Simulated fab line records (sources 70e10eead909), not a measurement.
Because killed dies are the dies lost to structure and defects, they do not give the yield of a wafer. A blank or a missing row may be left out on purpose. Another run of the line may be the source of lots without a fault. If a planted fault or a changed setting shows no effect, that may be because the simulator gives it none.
Chamber matching ; flow nand_harc ; NHARC_A_STAIRCASE_DEP_259 on pecvd-01: 3 sister chambers
The step deposits SiON, target thk 30 nm. 6 wafers are shown with their chamber, then 8 later ones without.

== WAFERS WITH THEIR CHAMBER ==
wafer;chamber;showerhead_vpp_V (V);heater_power_w (W)
L085.1;2;1149;859
L085.3;0;1202;962
L091.1;2;1151;821
L091.2;1;1093;870
L091.3;0;1201;898
L090.2;1;1093;868

== WAFERS WITH NO CHAMBER GIVEN ==
wafer;showerhead_vpp_V (V);heater_power_w (W)
L090.4;1111;860
L090.5;1203;841
L092.4;1157;901
L092.5;1146;899
L092.6;1220;895
L094.1;1157;929
L094.2;1214;939
L094.3;1096;882

== CHAMBER TAKEN BY EACH ==
wafer;from the rows above;in truth
L090.4;1;1
L090.5;0;0
L092.4;2;2
L092.5;2;2
L092.6;0;0
L094.1;2;2
L094.2;0;0
L094.3;1;1
Correctly placed: 8 of 8. Number that these rows cannot place: 0. Number placed wrongly: 0.
How it was worked out, from the rows above alone: a wafer's distance from a chamber is the root of the sum, over the readings, of the square of ((its reading less the chamber's mean) divided by the reading's scatter). The wafer belongs to the nearest chamber; if the next one is less than 2 further off, it can't be placed. A chamber's mean is the mean of its shown wafers. The scatter is the square root of a quotient: the sum, over the shown wafers, of each reading's squared deviation from its chamber's mean, divided by wafers minus chambers.
